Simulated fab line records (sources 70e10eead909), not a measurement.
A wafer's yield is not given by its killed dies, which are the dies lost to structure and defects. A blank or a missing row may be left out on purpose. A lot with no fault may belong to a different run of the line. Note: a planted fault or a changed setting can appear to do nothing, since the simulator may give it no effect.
Matching of chambers -- flow nand_harc -- ald_metal-04 running NHARC_A_WL_FILL_ALD_02: 4 sister chambers
The step deposits TiN, target thk 2 nm, pulse time 3 s, ald cycles 100. 8 wafers are shown with their chamber, then 10 later ones without.

== WAFERS PAIRED WITH THEIR CHAMBERS ==
wafer,chamber,heater_power_w (W),precursor_pulse_height_rel
L079.1,3,965,0.995
L083.4,3,960,0.956
L083.6,0,1032,0.981
L084.2,0,1026,1.018
L084.3,1,1084,0.999
L084.4,2,1494,1.014
L088.1,2,1447,0.994
L088.2,1,1089,0.998

== WAFERS WITHOUT THEIR CHAMBER ==
wafer,heater_power_w (W),precursor_pulse_height_rel
L088.4,990,0.998
L091.2,959,0.990
L091.3,1469,1.006
L091.4,997,1.009
L094.2,978,0.974
L094.3,1440,1.015
L094.5,999,1.030
L095.1,975,0.976
L095.2,976,0.987
L095.4,1103,0.995

== WHICH CHAMBER EACH ONE RAN IN ==
wafer,from the rows above,in truth
L088.4,can't be placed: 3 or 0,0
L091.2,3,3
L091.3,2,2
L091.4,can't be placed: 0 or 3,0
L094.2,3,3
L094.3,2,2
L094.5,can't be placed: 0 or 3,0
L095.1,3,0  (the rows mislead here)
L095.2,3,3
L095.4,1,1
Correct placement for 6 of the 10. These rows do not allow placing 3 (true chamber among the candidates in 3). Wrongly placed: 1.
How it was worked out, from the rows above alone: a wafer's distance from a chamber is the root of the sum, over the readings, of the square of ((its reading less the chamber's mean) divided by the reading's scatter). If the next closest chamber is less than 2 further off than the closest, the wafer can't be placed; otherwise it belongs to the closest. The mean given for a chamber averages the wafers shown for that chamber. The scatter: take each reading less its chamber's mean, square it, sum over the shown wafers, divide by the number of wafers less the number of chambers, and take the root.
